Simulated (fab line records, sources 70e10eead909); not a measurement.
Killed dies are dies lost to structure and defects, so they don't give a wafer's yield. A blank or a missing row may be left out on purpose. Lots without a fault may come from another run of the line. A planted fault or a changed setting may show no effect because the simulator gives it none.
Chamber matching | flow nand_harc | NHARC_P_M0_PRE_CLEAN_31 on pecvd-03: 3 sister chambers
The step time 12 s. 27 wafers are shown with their chamber, then 12 later ones without.

WAFERS WITH THEIR CHAMBER
wafer  | chamber | heater_power_w (W)
L077.1 | 2       | 714
L077.3 | 0       | 641
L077.5 | 0       | 625
L076.1 | 0       | 593
L076.4 | 0       | 595
L076.6 | 1       | 505
L082.1 | 2       | 661
L082.4 | 2       | 687
L082.5 | 1       | 546
L084.1 | 0       | 537
L084.4 | 0       | 542
L084.5 | 1       | 602
L083.2 | 1       | 582
L083.4 | 1       | 576
L083.5 | 2       | 700
L087.1 | 0       | 625
L087.2 | 1       | 565
L087.3 | 2       | 720
L087.4 | 1       | 548
L087.5 | 2       | 724
L087.6 | 0       | 607
L085.4 | 1       | 605
L085.5 | 2       | 666
L085.6 | 0       | 577
L089.1 | 2       | 723
L089.3 | 1       | 565
L089.6 | 2       | 725

SIGNATURES (means of the wafers above)
reading        | chamber 0 | chamber 1 | chamber 2 | scatter within a chamber
heater_power_w | 593.56    | 566.00    | 702.22    | 31.2
Rule: a wafer's distance from a chamber is the root of the sum, over the readings, of the square of ((its reading less the chamber's mean) divided by the reading's scatter). The wafer belongs to the nearest chamber; if the next one is less than 2 further off, it can't be placed. The scatter: the root of (the sum of the squares of (reading less its chamber's mean) over the shown wafers, divided by (wafers less chambers)).

WAFERS WITHOUT THEIR CHAMBER
wafer  | heater_power_w (W)
L090.2 | 717
L090.4 | 693
L090.5 | 620
L090.1 | 594
L090.3 | 619
L090.6 | 622
L091.2 | 587
L091.4 | 590
L091.6 | 606
L094.1 | 681
L094.4 | 703
L094.6 | 615

WHICH CHAMBER EACH WENT THROUGH
wafer  | from the rows above          | in truth
L090.2 | 2                            | 2
L090.4 | 2                            | 2
L090.5 | can't be placed: 0 or 1 or 2 | 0
L090.1 | can't be placed: 0 or 1      | 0
L090.3 | can't be placed: 0 or 1 or 2 | 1
L090.6 | can't be placed: 0 or 1 or 2 | 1
L091.2 | can't be placed: 0 or 1      | 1
L091.4 | can't be placed: 0 or 1      | 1
L091.6 | can't be placed: 0 or 1      | 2
L094.1 | 2                            | 2
L094.4 | 2                            | 2
L094.6 | can't be placed: 0 or 1      | 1
Placed correctly: 4 of 12. Can't be placed from these rows: 8 (the true chamber is among the candidates in 7). Placed wrongly: 0.
